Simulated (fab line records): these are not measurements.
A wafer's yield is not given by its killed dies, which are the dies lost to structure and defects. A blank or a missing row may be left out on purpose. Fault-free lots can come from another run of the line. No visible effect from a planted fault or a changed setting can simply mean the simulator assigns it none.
A struck lot beside a sound one + flow n5-finfet + 15 steps out of a route of 1938
Sound: wafers L589.1, L589.3, L589.5. Struck: wafers L600.1, L600.2, L600.5. At the end, the cause is stated.
For every step that has rows: the tool of each side, followed by ch and its chambers, followed by its first start. Under that, the readings that differ: sound wafers + struck wafers + difference of the means + sigmas: that difference in standard deviations of wafers without a fault.
alike: words and numbers the same on both sides, and readings whose means are apart by under 2 such deviations; not compared: readings that were withheld, readings missing a value for some wafer, numbers with overlapping values and no deviation given by the record, and bounds like >300 which may hide the same value.
The two part at a step that has a row with sigmas, a row that says differs or no value, or rows on one side only. Numbers that have no deviation but don't overlap get no sigmas and don't part them. A reading that every wafer of one side lacks parts them only if that side has two wafers or more.

first, 1 step without rows for these wafers: N5_BEOL_M10_STRIP_77 (strips in N2/H2, time 10 s).
N5_BEOL_M10_OCD_MEAS_38:
  sound on ocd-02, day 11 03:53; struck on ocd-02, day 15 09:10
  alike: trench-depth-nm
then, 4 steps without rows for these wafers: N5_BEOL_M10_HM_STRIP_39 (strips TiN in peroxide tin strip, target depth 25 nm, time 158 s); N5_BEOL_M10_SRD_40 (time 30 s); N5_BEOL_M10_PRECLEAN_42 (cleans in residue remover, time 60 s); N5_BEOL_M10_SRD_43 (time 30 s).
N5_BEOL_M10_CD_MEAS_35: target cd 70 nm.
  sound on cd-sem-03, day 11 04:02; struck on cd-sem-01, day 15 09:20
  alike: cd-nm
N5_BEOL_M10_CURE_72: cures SiCOH lowk, time 120 s.
  sound on uv-cure-03 ch 0, day 11 04:11; struck on uv-cure-01 ch 0, day 15 09:23
  alike: lamp-power-pct, wafer_temp_C_max
N5_BEOL_M10_DEGAS_44: time 60 s.
  sound on pvd-sputter-02, day 11 04:36; struck on pvd-sputter-02, day 15 09:46
  alike: heater-power-w, susceptor-temp-C
then, 1 step without rows for these wafers: N5_BEOL_M10_PRE_CLEAN_45 (time 30 s).
N5_BEOL_M10_ALD_74: deposits TaN, target thk 2 nm, pulse time 2 s, purge time 3 s.
  sound on ald-metal-01 ch 0,2,3, day 11 04:45; struck on ald-metal-01 ch 0,2,3, day 15 09:52
  alike: heater-power-w, precursor-vessel-pressure-torr, susceptor-temp-C
N5_BEOL_M10_SURFACE_TREAT_76:
  sound on pvd-sputter-03, day 11 05:04; struck on pvd-sputter-03, day 15 10:10
  not compared: pressure-mtorr, throttle-valve-pct
N5_BEOL_M10_CVD_75: deposits Co from CCTBA/H2, target thk 2 nm, time 138.9 s.
  sound on cvd-co-01 ch 1,2, day 11 05:07; struck on cvd-co-02 ch 0,2, day 15 10:13
| reading          | sound             | struck            | difference | sigmas      |
|------------------|-------------------|-------------------|------------|-------------|
| run-length-s (s) | 162.4 161.9 162.9 | 223.8 224.1 224.2 | +61.6      | +99 or more |
N5_BEOL_M10_SPUTTER_48: material Cu, target thk 12 nm, time 2 s.
  sound on pvd-sputter-01, day 11 05:17; struck on pvd-sputter-02, day 15 10:23
  alike: susceptor-temp-C, throttle-valve-pct
-- a jump in the record: the struck wafers' starts before and after are 2 days apart (it breaks off in module BEOL_M10 and resumes in module PASSIVATION, where the first step shown is number 1936 of the route) --
N5_PASSIVATION_PROBE_49:
  record: rows for the struck wafers here (prober-01, day 17 15:34), none for the sound ones

## WHERE THEY PART
At N5_BEOL_M10_CVD_75 first; at N5_PASSIVATION_PROBE_49 last (within this record only).

WHY: what the simulator had put in
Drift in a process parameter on cvd-co-02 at N5_BEOL_M10_CVD_75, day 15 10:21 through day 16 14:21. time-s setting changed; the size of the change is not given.
